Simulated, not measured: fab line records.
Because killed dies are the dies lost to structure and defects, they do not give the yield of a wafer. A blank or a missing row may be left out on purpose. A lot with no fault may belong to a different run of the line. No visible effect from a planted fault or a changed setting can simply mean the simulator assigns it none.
fab line records	flow n5Finfet
record lots=7	wafers=21	lastDay=16
route steps=1938 shown GATE_CUT@477 BEOL_M4@1111 PASSIVATION@1936
lots that met no fault: taken from a fault-free run of the same line
startH: hours from the record's opening day to when the first of the lot's shown wafers began	waitH: hours since the lot's step before	" identical to the entry in the row above	L1.1+2: one row covering several wafers at once	- no value, or no start given	* or withheld: withheld	< > ~ a bound
route shown NAME@n: names a module that has steps shown in the file, with the first one's number in the route	usual: average and standard deviation across the fault-free wafers	same: alike in all rows	chamber/n: place in a boat	sites: each site's reading	_std_site: how widely they spread, as a standard deviation	_edge_site: inner sites' mean taken away from outer sites' mean	radiusMm: how far each site lies from the wafer's centre	mask NAME#n: copy n	behind: tool/chamber where the wafer was last shaped	hold: reason for holding the lot/hours on hold/outcome of the hold	device: the transistor (n, p or np) that didn't switch	end of line: the tests these same wafers got at the end of their route	a step given without rows: its recipe and nothing more	killed: dies lost to structure and defects at the first sort, not the wafer's yield	map: the dies of a wafer, with x for killed, . for not killed, _ for no die there
set.NAME: the setting the step ran with; set.NAME@STEP: the setting that earlier step ran with	model.NAME: the simulator's own value behind a step, which no gauge read
the route's steps for a sample of lots (tables are steps, rows are wafers)
services: the hour from which a tool's chamber was out of use, counted from the record's first day as startH (under 0 if before that day), plus the number of hours and why
## steps
# step N5_GATE_CUT_HM_DEP_46
# recipe material=SiO2	targetThkA=1300	tempC=400	precursor=TEOS/O2	pressureTorr=6.5	rfW=900	teosFlowSccm=161.4	gas=O2	flowSccm=2650	timeS=26.6
# usual heaterPowerW=559/74	showerheadPlenumPTorr=8.35/0.032	showerheadVppV=1848/79	throttleValvePct=18.7/1.2
lot.wafer	tool	chamber	startH	waitH	heaterPowerW	showerheadPlenumPTorr	showerheadVppV	throttleValvePct
L172.1	pecvd-04	2	109.34	0.0	564	8.41	1893	16.8
L172.2	"	0	"	"	531	8.31	1688	18.5
L172.5	"	1	"	"	597	8.33	1775	20.3
L176.1	pecvd-03	1	132.84	0.0	646	8.41	1965	19.4
L176.2	"	0	"	"	502	8.35	1791	19.1
L176.5	"	1	"	"	642	8.41	1981	19.1
L177.2	pecvd-02	1	137.86	0.0	488	8.33	1815	18.7
L177.3	"	2	"	"	448	8.35	1787	18.0
L177.4	"	2	"	"	448	8.36	1823	18.4
L178.1	pecvd-04	1	145.82	0.0	580	8.33	1778	20.4
L178.2	"	0	"	"	484	8.30	1702	18.2
L178.3	"	2	"	"	650	8.40	1887	16.4
L180.1	pecvd-02	1	156.21	0.0	551	8.35	1785	18.5
L180.2	"	2	"	"	490	8.36	1812	17.9
L180.4	"	1	"	"	572	8.34	1809	18.9
L183.2	pecvd-04	1	176.93	0.0	637	8.34	1754	20.3
L183.5	"	1	"	"	647	8.36	1755	20.4
L183.6	"	2	"	"	623	8.41	1858	16.6
L188.3	pecvd-03	2	208.18	0.0	491	8.36	1880	17.6
L188.4	"	1	"	"	594	8.39	1984	19.1
L188.5	"	0	"	"	482	8.32	1852	18.9
# step N5_GATE_CUT_DESCUM_18
# recipe chemistry=O2	timeS=7	sourcePowerW=50	biasPowerW=20	pressureMtorr=20	rfFrequencyHz=2.712e+07	tempC=40	resist=CAR-EUV	o2FlowSccm=225
# usual drypumpMotorCurrentA=5.5/0.44	oesProductAu=0.77/0.089	rfVppV=243.6/1.3	showerheadPlenumPTorr=2.11/0.063	throttleValvePct=20.38/0.21
lot.wafer	tool	chamber	startH	waitH	drypumpMotorCurrentA	oesProductAu	rfHoursCounterH	rfVppV	showerheadPlenumPTorr	throttleValvePct
L172.1	rieDiel-01	0	109.80	0.0	5.4	0.87	55	243.5	2.23	20.39
L172.2	"	2	"	"	5.4	0.73	154	243.2	2.09	20.54
L172.5	"	1	"	"	6.0	0.68	-	243.1	2.06	20.33
L176.1	rieDiel-01	3	133.43	0.0	5.7	0.71	178	245.6	2.16	20.28
L176.2	"	0	"	"	5.3	0.86	61	246.0	2.22	20.41
L176.5	"	2	"	"	5.4	0.72	-	240.9	2.09	20.55
L177.2	rieDiel-01	2	138.33	0.0	5.4	0.72	164	241.8	2.09	20.54
L177.3	"	1	"	"	6.0	0.67	245	243.6	2.06	20.36
L177.4	"	0	"	"	5.3	0.85	63	244.8	2.22	20.40
L178.1	rieDiel-01	0	146.41	0.0	5.3	0.86	65	245.8	2.22	20.40
L178.2	"	1	"	"	6.0	0.68	248	241.7	2.06	20.35
L178.3	"	2	"	"	5.4	0.72	167	243.8	2.09	20.54
L180.1	rieDiel-01	0	156.91	0.3	5.3	0.85	69	243.7	2.22	20.41
L180.2	"	2	"	"	5.4	0.72	170	242.6	2.09	20.54
L180.4	"	3	"	"	5.7	0.71	-	246.8	2.16	20.28
L183.2	rieDiel-01	0	177.61	0.1	5.3	0.83	77	245.5	2.22	20.42
L183.5	"	0	"	"	5.3	0.83	-	244.3	2.22	20.43
L183.6	"	1	"	"	5.9	0.99	-	243.3	2.06	19.85
L188.3	rieDiel-01	0	208.64	0.0	5.4	0.82	86	244.3	2.21	20.44
L188.4	"	1	"	"	6.0	0.96	9	241.9	2.06	19.87
L188.5	"	3	"	"	5.7	0.70	-	245.1	2.15	20.31
# step N5_GATE_CUT_HM_OPEN_40
# recipe chemistry=C4F6/O2	target=SiO2	maskMaterial=SiARC	targetDepthA=1390	timeS=85.1	ionEnergyEv=250	pressureMtorr=30	sourceW=345	biasW=185	Ar_flow_sccm=300	C4F6_flow_sccm=10	O2_flow_sccm=10	ends=cleared
# usual C4F6_flow_sccm=9.996/0.026	O2_flow_sccm=10.003/0.028	biasW=185.1/0.51	drypumpMotorCurrentA=5.5/0.44	etchRfOnTimeS=93.7/2.2	oesProductAu=0.69/0.083	rfVppV=660/12	showerheadPlenumPTorr=2.88/0.084	throttleValvePct=20.92/0.18
lot.wafer	tool	chamber	startH	waitH	C4F6_flow_sccm	O2_flow_sccm	biasW	drypumpMotorCurrentA	etchRfOnTimeS	oesProductAu	rfHoursCounterH	rfVppV	showerheadPlenumPTorr	throttleValvePct
L172.1	rieDiel-01	0	109.97	0.0	9.991	9.963	184.8	5.3	89.8	0.79	55	668	3.00	20.84
L172.2	"	2	"	"	10.011	10.034	184.7	5.4	96.5	0.66	155	654	2.85	21.07
L172.5	"	1	"	"	9.979	10.041	185.6	6.0	95.6	0.63	-	675	2.81	20.84
L176.1	rieDiel-01	3	133.59	0.0	-	-	-	-	-	-	-	-	-	-
L176.2	"	0	"	"	-	-	-	-	-	-	-	-	-	-
L176.5	"	2	"	"	-	-	-	-	-	-	-	-	-	-
L177.2	rieDiel-01	2	138.50	0.0	-	-	-	-	-	-	-	-	-	-
L177.3	"	1	"	"	-	-	-	-	-	-	-	-	-	-
L177.4	"	0	"	"	-	-	-	-	-	-	-	-	-	-
L178.1	rieDiel-01	0	146.57	0.0	-	-	-	-	-	-	-	-	-	-
L178.2	"	1	"	"	-	-	-	-	-	-	-	-	-	-
L178.3	"	2	"	"	-	-	-	-	-	-	-	-	-	-
L180.1	rieDiel-01	0	157.07	0.0	10.026	10.051	184.9	5.3	88.9	0.78	69	668	2.99	20.86
L180.2	"	2	"	"	9.977	9.997	184.2	5.4	96.0	0.65	170	652	2.85	21.11
L180.4	"	3	"	"	10.045	9.973	184.8	5.7	95.1	0.64	-	645	2.94	20.88
L183.2	rieDiel-01	0	177.77	0.0	9.986	10.009	185.5	5.4	91.6	0.76	77	668	2.99	20.87
L183.5	"	0	"	"	9.970	9.986	185.7	5.3	93.7	0.76	-	667	2.99	20.85
L183.6	"	1	"	"	10.034	9.953	185.2	6.0	91.4	0.91	-	675	2.80	20.41
L188.3	rieDiel-01	0	208.81	0.0	9.969	10.038	184.4	5.3	91.5	0.75	87	668	2.99	20.88
L188.4	"	1	"	"	10.039	9.934	185.3	6.0	89.0	0.89	9	674	2.80	20.45
L188.5	"	3	"	"	9.953	10.006	184.4	5.7	95.0	0.62	-	646	2.93	20.90
# step N5_GATE_CUT_STRIP_41
# recipe chemistry=CF4	resist=SiARC	powerW=300	biasPowerW=75	pressureMtorr=50	cf4FlowSccm=150	rfFrequencyHz=6e+07
# usual drypumpMotorCurrentA=5.5/0.43	oesProductAu=0.177/0.02	powerW=299.9/0.95	rfVppV=271.7/1.4	showerheadPlenumPTorr=1.82/0.053	throttleValvePct=13.59/0.22
lot.wafer	tool	chamber	startH	waitH	drypumpMotorCurrentA	oesProductAu	powerW	rfHoursCounterH	rfVppV	showerheadPlenumPTorr	throttleValvePct
L172.1	rieDiel-01	0	110.03	0.0	5.4	0.192	298.8	55	272.7	1.89	13.41
L172.2	"	2	"	"	5.4	0.169	300.2	155	269.4	1.78	13.65
L172.5	"	1	"	"	6.0	0.161	298.8	-	269.9	1.76	13.52
L176.1	rieDiel-01	3	133.65	0.0	5.7	0.698	301.9	178	272.0	1.87	13.66
L176.2	"	0	"	"	5.3	0.838	300.7	62	274.1	1.88	13.43
L176.5	"	2	"	"	5.4	0.726	300.1	-	271.2	1.78	13.70
L177.2	rieDiel-01	2	138.56	0.0	5.4	0.735	300.2	164	269.3	1.78	13.71
L177.3	"	1	"	"	6.0	0.679	299.6	245	273.6	1.75	13.54
L177.4	"	0	"	"	5.3	0.843	301.5	63	272.8	1.88	13.45
L178.1	rieDiel-01	0	146.63	0.0	5.3	0.832	298.4	65	272.9	1.88	13.44
L178.2	"	1	"	"	6.0	0.681	299.1	248	270.3	1.75	13.53
L178.3	"	2	"	"	5.4	0.726	299.8	167	272.0	1.78	13.73
L180.1	rieDiel-01	0	157.13	0.0	5.3	0.200	299.0	69	274.8	1.88	13.46
L180.2	"	2	"	"	5.4	0.168	299.8	170	270.4	1.78	13.71
L180.4	"	3	"	"	5.7	0.165	299.8	-	272.8	1.87	13.69
L183.2	rieDiel-01	0	177.83	0.0	5.3	0.195	298.9	77	272.8	1.88	13.46
L183.5	"	0	"	"	5.3	0.193	299.7	-	270.7	1.88	13.46
L183.6	"	1	"	"	5.9	0.226	298.6	-	269.3	1.75	12.96
L188.3	rieDiel-01	0	208.87	0.0	5.3	0.192	298.1	87	272.1	1.88	13.50
L188.4	"	1	"	"	5.9	0.221	300.8	9	271.0	1.75	12.98
L188.5	"	3	"	"	5.7	0.162	299.1	-	274.0	1.87	13.71
# step N5_GATE_CUT_ETCH_19
# recipe chemistry=CH3F/O2	target=SiNx	maskMaterial=SiO2	targetDepthA=537	timeS=76.7	pressureMtorr=30	sourceW=395	biasW=73	Ar_flow_sccm=150	CH3F_flow_sccm=30	O2_flow_sccm=20	ionEnergyEv=120	ends=cleared
# usual biasW=73.02/0.2	drypumpMotorCurrentA=5.5/0.43	etchRfOnTimeS=76.7/1.5	oesProductAu=0.65/0.078	rfVppV=295/5.2	showerheadPlenumPTorr=2.03/0.062	throttleValvePct=16.34/0.19
lot.wafer	tool	chamber	startH	waitH	biasW	drypumpMotorCurrentA	etchRfOnTimeS	oesProductAu	rfHoursCounterH	rfVppV	showerheadPlenumPTorr	throttleValvePct
L172.1	rieDiel-01	0	110.09	0.0	72.94	5.3	75.1	0.74	55	299	2.12	16.24
L172.2	"	2	"	"	72.88	5.4	79.1	0.62	155	292	2.00	16.47
L172.5	"	1	"	"	73.10	6.0	77.6	0.59	-	302	1.97	16.31
L176.1	rieDiel-01	3	133.71	0.0	-	5.7	191.7	0.27	178	289	2.07	16.28
L176.2	"	0	"	"	-	5.4	191.7	0.31	62	299	2.12	16.20
L176.5	"	2	"	"	-	5.4	191.8	0.28	-	293	2.00	16.45
L177.2	rieDiel-01	2	138.62	0.0	-	5.4	191.7	0.27	164	291	2.00	16.47
L177.3	"	1	"	"	-	6.0	191.8	0.26	246	303	1.97	16.28
L177.4	"	0	"	"	-	5.3	191.8	0.32	63	298	2.11	16.22
L178.1	rieDiel-01	0	146.69	0.0	-	5.3	191.8	0.31	65	298	2.11	16.22
L178.2	"	1	"	"	-	6.0	191.7	0.25	248	301	1.97	16.29
L178.3	"	2	"	"	-	5.4	191.7	0.28	167	292	2.00	16.47
L180.1	rieDiel-01	0	157.19	0.0	72.76	5.4	74.7	0.73	69	298	2.11	16.26
L180.2	"	2	"	"	73.27	5.4	79.2	0.61	170	291	2.00	16.50
L180.4	"	3	"	"	73.08	5.7	76.8	0.61	-	288	2.07	16.33
L183.2	rieDiel-01	0	177.89	0.0	73.03	5.4	73.9	0.72	77	298	2.11	16.28
L183.5	"	0	"	"	72.59	5.3	74.3	0.72	-	300	2.11	16.28
L183.6	"	1	"	"	73.18	6.0	73.2	0.86	-	302	1.97	15.79
L188.3	rieDiel-01	0	208.93	0.0	73.16	5.3	75.5	0.71	87	300	2.11	16.30
L188.4	"	1	"	"	73.08	6.0	74.4	0.83	9	302	1.96	15.82
L188.5	"	3	"	"	72.95	5.7	77.0	0.59	-	288	2.06	16.37
# step N5_GATE_CUT_VAPOR_ETCH_51
# recipe chemistry=BCl3/Cl2	target=HfO2	mode=isotropic
# usual drypumpMotorCurrentA=5.6/0.37	oesProductAu=0.83/0.13
lot.wafer	tool	chamber	startH	waitH	drypumpMotorCurrentA	oesProductAu
L172.1	rieMetal-02	1	110.44	0.0	5.3	0.56
L172.2	"	0	"	"	6.2	0.65
L172.5	"	0	"	"	6.2	0.65
L176.1	rieMetal-01	0	134.06	0.0	5.1	0.87
L176.2	"	1	"	"	5.5	0.98
L176.5	"	0	"	"	5.1	0.87
L177.2	rieMetal-01	0	138.97	0.0	5.1	0.86
L177.3	"	0	"	"	5.1	0.87
L177.4	"	1	"	"	5.5	0.95
L178.1	rieMetal-02	1	147.04	0.0	5.3	1.02
L178.2	"	0	"	"	6.2	0.65
L178.3	"	1	"	"	5.3	1.03
L180.1	rieMetal-01	1	157.54	0.0	5.5	0.94
L180.2	"	0	"	"	5.1	0.85
L180.4	"	0	"	"	5.1	0.85
L183.2	rieMetal-01	0	178.24	0.0	5.1	0.85
L183.5	"	0	"	"	5.1	0.84
L183.6	"	1	"	"	5.5	0.93
L188.3	rieMetal-01	0	209.28	0.0	5.1	0.83
L188.4	"	1	"	"	5.5	0.90
L188.5	"	1	"	"	5.5	0.90
# step N5_BEOL_M4_RC_MEAS_101
# usual DIBL_N=35.8/1.8	DIBL_P=35.6/2	IOFF_N=0.148/0.028	IOFF_P=0.20/0.034	ION_N=672/12	ION_P=462/8.5	SS_N=71.2/0.65	SS_P=73.1/0.67	VT_N=251/3.3	VT_P=-251/3.8
lot.wafer	tool	chamber	startH	waitH	DIBL_N[mV/V]	DIBL_P[mV/V]	IOFF_N[nA/um]	IOFF_P[nA/um]	ION_N[uA/um]	ION_P[uA/um]	SS_N[mV/dec]	SS_P[mV/dec]	VT_N[mV]	VT_P[mV]
L172.1	prober-01	0	199.23	0.0	36.3	37.7	0.161	0.19	686	464	71.5	72.9	250	-256
L172.2	"	0	"	"	35.4	38.2	0.152	0.20	674	463	71.5	72.6	252	-254
L172.5	"	0	"	"	36.7	37.9	0.165	0.19	671	461	71.0	73.1	250	-256
L180.1	prober-01	0	242.14	0.0	35.6	36.3	0.158	0.21	679	466	71.1	73.5	248	-252
L180.2	"	0	"	"	34.6	35.0	0.145	0.18	681	462	71.2	72.8	251	-250
L180.4	"	0	"	"	34.9	35.4	0.152	0.20	679	460	71.2	73.0	250	-249
L183.2	prober-02	0	262.13	0.2	32.9	33.5	0.126	0.21	676	472	70.3	73.4	251	-248
L183.5	"	0	"	"	35.7	35.7	0.171	0.24	688	475	71.7	74.5	247	-245
L183.6	"	0	"	"	34.3	34.1	0.139	0.22	684	471	71.1	73.3	252	-244
L188.3	prober-02	0	283.24	0.3	36.4	33.2	0.145	0.16	671	454	71.8	73.0	253	-257
L188.4	"	0	"	"	39.3	36.0	0.208	0.19	659	443	72.7	73.9	249	-253
L188.5	"	0	"	"	37.4	35.8	0.170	0.20	685	459	71.3	73.8	249	-250
# step N5_PASSIVATION_PROBE_49
# usual defectLimitedYield=91.3/1.5	killed_at_M0_to_M3=34/11	killed_at_M4_up=14/6.1	killedAtContacts=12/5.9	killedAtFrontEnd=39/11	killedAtOther=4/3.3	killedDies=102/18	killedOnRim=13/3.8	killedOpen=67/13	killedShort=33/7.9	sort_bin_5_function=5.1/1	sort_bin_6_memory=3.3/0.7	sortNPass=1077/19	sortYieldPct=91.3/1.6
# same grossDies=1180	killedAtBackSide=0	sort_bin_4_leakage[%]=0	sort_bin_8_speed[%]=0
lot.wafer	tool	chamber	startH	waitH	defectLimitedYield[%]	killed_at_M0_to_M3	killed_at_M4_up	killedAtContacts	killedAtFrontEnd	killedAtOther	killedDies	killedOnRim	killedOpen	killedShort	sort_bin_5_function[%]	sort_bin_6_memory[%]	sortNPass	sortYieldPct[%]
L176.1	prober-01	-	306.55	0.0	0	38	11	12	1115	4	1180	152	70	36	96.0	3.8	0	0
L176.2	prober-01	-	306.60	0.1	0	21	19	12	1122	6	1180	152	71	27	96.9	3.0	0	0
L176.5	prober-01	-	306.75	0.2	0	29	24	10	1115	2	1180	152	96	29	95.8	4.1	0	0
L172.1	prober-01	-	307.74	0.0	88.0	27	21	24	63	7	142	17	93	47	6.6	5.1	1038	88.0
L172.2	prober-01	-	307.79	0.1	91.0	38	10	13	40	5	106	17	59	45	5.3	3.1	1074	91.0
L172.5	prober-01	-	307.94	0.2	92.2	30	18	13	28	3	92	13	59	29	5.1	2.7	1088	92.2
L178.1	prober-02	-	320.05	0.0	0	16	10	8	1142	4	1180	152	50	27	97.1	2.5	0	0
L178.2	prober-02	-	320.10	0.1	0	19	16	14	1130	1	1180	152	67	20	96.7	3.1	0	0
L178.3	prober-02	-	320.15	0.1	0	26	28	11	1112	3	1180	152	71	32	96.9	3.0	0	0
L177.2	prober-01	-	322.07	0.1	0	30	17	10	1115	8	1180	152	56	32	97.1	2.6	0	0
L177.3	prober-01	-	322.12	0.1	0	44	12	12	1110	2	1180	152	66	34	96.7	3.1	0	0
L177.4	prober-01	-	322.17	0.2	0	33	10	17	1120	0	1180	152	67	37	96.4	3.5	0	0
L180.1	prober-02	-	343.02	0.0	89.5	71	14	13	26	0	124	16	91	31	6.9	3.4	1056	89.5
L180.2	prober-02	-	343.07	0.1	90.0	43	18	22	35	0	118	15	80	37	5.2	4.7	1062	90.0
L180.4	prober-02	-	343.17	0.2	89.7	54	17	14	35	2	122	12	73	46	5.5	4.3	1058	89.7
L183.2	prober-01	-	360.56	0.1	93.2	21	4	11	43	1	80	7	52	26	3.4	3.1	1100	93.2
L183.5	prober-01	-	360.71	0.2	92.6	30	5	13	37	2	87	13	66	16	4.7	2.3	1093	92.6
L183.6	prober-01	-	360.76	0.3	91.9	32	13	24	24	3	96	12	65	28	4.3	3.5	1084	91.9
L188.3	prober-02	-	386.02	0.1	92.5	19	25	16	25	4	89	11	61	28	4.5	2.7	1091	92.5
L188.4	prober-02	-	386.07	0.2	91.6	29	11	27	30	2	99	15	77	22	5.1	3.1	1081	91.6
L188.5	prober-02	-	386.12	0.2	91.0	32	20	30	23	1	106	17	69	36	5.7	3.0	1074	91.0
# killed by level:class
L176.1 GATE_CUT:areaOpen=1074 MOL_CONTACT_COAG:geometricParticle:open=11 STI_FIN_REVEAL:geometricParticle:open=8 BEOL_M4:geometricParticle:open=8 FIN_SAQP:geometricParticle:short=7 BEOL_M0_SAQP:geometricParticle:short=7 BEOL_M2:geometricParticle:open=7 GATE_CUT:geometricParticle:short=6
L176.2 GATE_CUT:areaOpen=1082 MOL_CONTACT_COAG:geometricParticle:open=10 FIN_SAQP:geometricParticle:open=9 BEOL_M5:geometricParticle:open=9 BEOL_M3:geometricParticle:open=7 STARTING-WAFER:geometricParticle:open=6 STI_FIN_REVEAL:geometricParticle:open=5 FIN_SAQP:geometricParticle:short=3
L176.5 GATE_CUT:areaOpen=1055 FIN_SAQP:geometricParticle:open=25 BEOL_M4:geometricParticle:open=16 STI_FIN_REVEAL:geometricParticle:open=15 BEOL_M3:geometricParticle:open=13 BEOL_M0_SAQP:geometricParticle:short=8 FIN_SAQP:geometricParticle:short=7 MOL_CONTACT_COAG:geometricParticle:open=6
L172.1 MOL_CONTACT_COAG:geometricParticle:open=19 STI_FIN_REVEAL:geometricParticle:open=14 GATE_CUT:geometricParticle:open=10 FIN_SAQP:geometricParticle:open=9 GATE_CUT:geometricParticle:short=9 BEOL_M4:geometricParticle:short=9 BEOL_M4:geometricParticle:open=7 BEOL_M1:geometricParticle:open=7
L172.2 FIN_SAQP:geometricParticle:open=14 MOL_CONTACT_COAG:geometricParticle:open=12 BEOL_M3:geometricParticle:short=12 BEOL_M0_SAQP:geometricParticle:open=10 GATE_CUT:geometricParticle:short=8 FIN_SAQP:geometricParticle:short=7 BEOL_M0_SAQP:geometricParticle:short=6 BEOL_M3:geometricParticle:open=3
L172.5 MOL_CONTACT_COAG:geometricParticle:open=11 BEOL_M4:geometricParticle:open=11 BEOL_M0_SAQP:geometricParticle:open=9 BEOL_M3:geometricParticle:open=7 FIN_SAQP:geometricParticle:short=5 STARTING-WAFER:geometricParticle:short=5 FIN_SAQP:geometricParticle:open=4 STI_FIN_REVEAL:geometricParticle:open=4
L178.1 GATE_CUT:areaOpen=1102 MOL_CONTACT_COAG:geometricParticle:open=8 STI_FIN_REVEAL:geometricParticle:open=7 FIN_SAQP:geometricParticle:short=6 BEOL_M4:geometricParticle:open=6 FIN_SAQP:geometricParticle:open=5 BEOL_M0_SAQP:geometricParticle:short=5 STARTING-WAFER:geometricParticle:open=5
L178.2 GATE_CUT:areaOpen=1090 MOL_CONTACT_COAG:geometricParticle:open=12 FIN_SAQP:geometricParticle:open=10 STI_FIN_REVEAL:geometricParticle:open=9 BEOL_M4:geometricParticle:open=6 BEOL_M0_SAQP:geometricParticle:open=5 FIN_SAQP:geometricParticle:short=4 DUMMY_GATE:geometricParticle:open=4
L178.3 GATE_CUT:areaOpen=1077 BEOL_M4:geometricParticle:open=14 STI_FIN_REVEAL:geometricParticle:open=10 MOL_CONTACT_COAG:geometricParticle:open=9 BEOL_M0_SAQP:geometricParticle:short=6 FIN_SAQP:geometricParticle:open=5 BEOL_M4:geometricParticle:short=5 BEOL_M3:geometricParticle:open=5
L177.2 GATE_CUT:areaOpen=1088 FIN_SAQP:geometricParticle:open=8 MOL_CONTACT_COAG:geometricParticle:open=7 BEOL_M0_SAQP:geometricParticle:open=7 BEOL_M3:geometricParticle:open=7 BEOL_M0_SAQP:geometricParticle:short=6 BEOL_M2:geometricParticle:open=5 PAD_METAL:geometricParticle:short=5
L177.3 GATE_CUT:areaOpen=1077 BEOL_M3:geometricParticle:open=11 BEOL_M0_SAQP:geometricParticle:open=10 MOL_CONTACT_COAG:geometricParticle:open=8 BEOL_M0_SAQP:geometricParticle:short=8 FIN_SAQP:geometricParticle:open=7 FIN_SAQP:geometricParticle:short=7 GATE_CUT:geometricParticle:short=4
L177.4 GATE_CUT:areaOpen=1076 MOL_CONTACT_COAG:geometricParticle:open=14 GATE_CUT:geometricParticle:short=11 BEOL_M0_SAQP:geometricParticle:open=9 BEOL_M0_SAQP:geometricParticle:short=8 BEOL_M3:geometricParticle:open=7 STI_FIN_REVEAL:geometricParticle:open=6 GATE_CUT:geometricParticle:open=6
L180.1 BEOL_M3:geometricParticle:open=22 MOL_CONTACT_COAG:geometricParticle:open=12 STI_FIN_REVEAL:geometricParticle:open=11 BEOL_M0_SAQP:geometricParticle:open=10 BEOL_M0_SAQP:geometricParticle:short=10 BEOL_M2:geometricParticle:short=9 BEOL_M2:geometricParticle:open=8 BEOL_M1:geometricParticle:open=7
L180.2 MOL_CONTACT_COAG:geometricParticle:open=19 STI_FIN_REVEAL:geometricParticle:open=11 BEOL_M0_SAQP:geometricParticle:short=10 BEOL_M0_SAQP:geometricParticle:open=7 BEOL_M1:geometricParticle:open=6 BEOL_M5:geometricParticle:open=6 FIN_SAQP:geometricParticle:open=5 BEOL_M1:geometricParticle:short=5
L180.4 BEOL_M0_SAQP:geometricParticle:short=14 MOL_CONTACT_COAG:geometricParticle:open=12 BEOL_M0_SAQP:geometricParticle:open=10 BEOL_M1:geometricParticle:open=8 BEOL_M3:geometricParticle:open=7 FIN_SAQP:geometricParticle:short=6 FIN_SAQP:geometricParticle:open=6 BEOL_M4:geometricParticle:open=6
L183.2 DUMMY_GATE:geometricParticle:open=9 MOL_CONTACT_COAG:geometricParticle:open=9 STI_FIN_REVEAL:geometricParticle:open=7 BEOL_M3:geometricParticle:open=7 GATE_CUT:geometricParticle:short=6 GATE_CUT:geometricParticle:open=5 FIN_SAQP:geometricParticle:short=4 DUMMY_GATE:geometricParticle:short=3
L183.5 BEOL_M3:geometricParticle:open=13 MOL_CONTACT_COAG:geometricParticle:open=11 DUMMY_GATE:geometricParticle:open=10 BEOL_M0_SAQP:geometricParticle:open=6 STI_FIN_REVEAL:geometricParticle:open=5 GATE_CUT:geometricParticle:short=5 FIN_SAQP:geometricParticle:open=4 GATE_CUT:geometricParticle:open=4
L183.6 MOL_CONTACT_COAG:geometricParticle:open=20 BEOL_M3:geometricParticle:open=14 STI_FIN_REVEAL:geometricParticle:open=6 BEOL_M4:geometricParticle:open=5 DUMMY_GATE:geometricParticle:open=4 MOL_CONTACT_COAG:geometricParticle:short=4 BEOL_M4:geometricParticle:short=4 GATE_CUT:geometricParticle:short=3
L188.3 BEOL_M4:geometricParticle:open=15 MOL_CONTACT_COAG:geometricParticle:open=11 FIN_SAQP:geometricParticle:open=7 BEOL_M3:geometricParticle:open=7 FIN_SAQP:geometricParticle:short=5 MOL_CONTACT_COAG:geometricParticle:short=5 BEOL_M0_SAQP:geometricParticle:open=3 BEOL_M1:geometricParticle:open=3
L188.4 MOL_CONTACT_COAG:geometricParticle:open=23 FIN_SAQP:geometricParticle:open=14 BEOL_M1:geometricParticle:open=10 BEOL_M0_SAQP:geometricParticle:open=8 BEOL_M4:geometricParticle:open=7 MOL_CONTACT_COAG:geometricParticle:short=4 BEOL_M0_SAQP:geometricParticle:short=4 DUMMY_GATE:geometricParticle:open=3
L188.5 MOL_CONTACT_COAG:geometricParticle:open=21 MOL_CONTACT_COAG:geometricParticle:short=9 BEOL_M3:geometricParticle:open=8 BEOL_M4:geometricParticle:open=8 FIN_SAQP:geometricParticle:short=6 BEOL_M2:geometricParticle:open=6 BEOL_M0:geometricParticle:open=5 FIN_SAQP:geometricParticle:open=4
## services
tool	chamber	startH	hours	kind
rieDiel-01	1	91.99	3.6	repair
rieMetal-01	1	95.80	-	clean
rieMetal-01	1	95.80	33.2	scheduledDown
rieMetal-01	1	95.80	33.2	ventCycle
rieMetal-01	-	99.38	1.0	repair
pecvd-03	1	105.60	2.1	scheduledDown
rieMetal-02	-	111.94	2.8	pm
pecvd-04	-	127.86	5.5	pm
rieMetal-02	1	136.39	1.8	repair
pecvd-04	2	142.72	2.1	scheduledDown
pecvd-04	2	147.09	5.5	scheduledDown
rieMetal-01	-	148.56	1.0	repair
rieDiel-01	1	151.64	-	clean
rieDiel-01	1	151.64	-	consumableReplace:focusRing
rieDiel-01	1	151.64	17.7	scheduledDown
rieDiel-01	1	151.64	17.7	ventCycle
pecvd-04	-	164.08	1.0	repair
pecvd-03	2	172.20	2.1	scheduledDown
pecvd-04	0	174.70	5.5	scheduledDown
rieDiel-01	1	187.31	5.4	repair
rieMetal-02	1	206.40	14.0	repair
pecvd-02	1	207.07	5.5	scheduledDown
## key
firstSign step=N5_GATE_CUT_HM_OPEN_40	reading=toolRecord	direction=missing
effect step=N5_GATE_CUT_STRIP_41	reading=oesProductAu	direction=up	sigmas=29	usual=0.177	struck=0.751
effect step=N5_GATE_CUT_ETCH_19	reading=etchRfOnTimeS	direction=up	sigmas=78	usual=*	struck=*
effect step=N5_PASSIVATION_PROBE_49	reading=killedAtFrontEnd	direction=up	sigmas=99+	usual=39	struck=1120
moreKillsBornAt N5_GATE_CUT_HM_OPEN_40@rieDiel-01=9721
metAt N5_GATE_CUT_HM_OPEN_40
struckLots L176,L177,L178
laterRowsLeftOut L176.1,L176.2,L176.5,L177.2,L177.3,L177.4,L178.1,L178.2,L178.3
notActingAt N5_GATE_CUT_HM_DEP_46,N5_GATE_CUT_DESCUM_18,N5_GATE_CUT_VAPOR_ETCH_51
onsetBetween 109.97 133.59
fault kind=skippedStepWhole	tool=rieDiel-01	chamber=-	onsetH=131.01	steps=N5_GATE_CUT_HM_OPEN_40	scope=struckLotsOnly
# laterRowsLeftOut: the simulator's readings of these wafers behind a module that went badly wrong aren't trusted and aren't shown, but for the sort
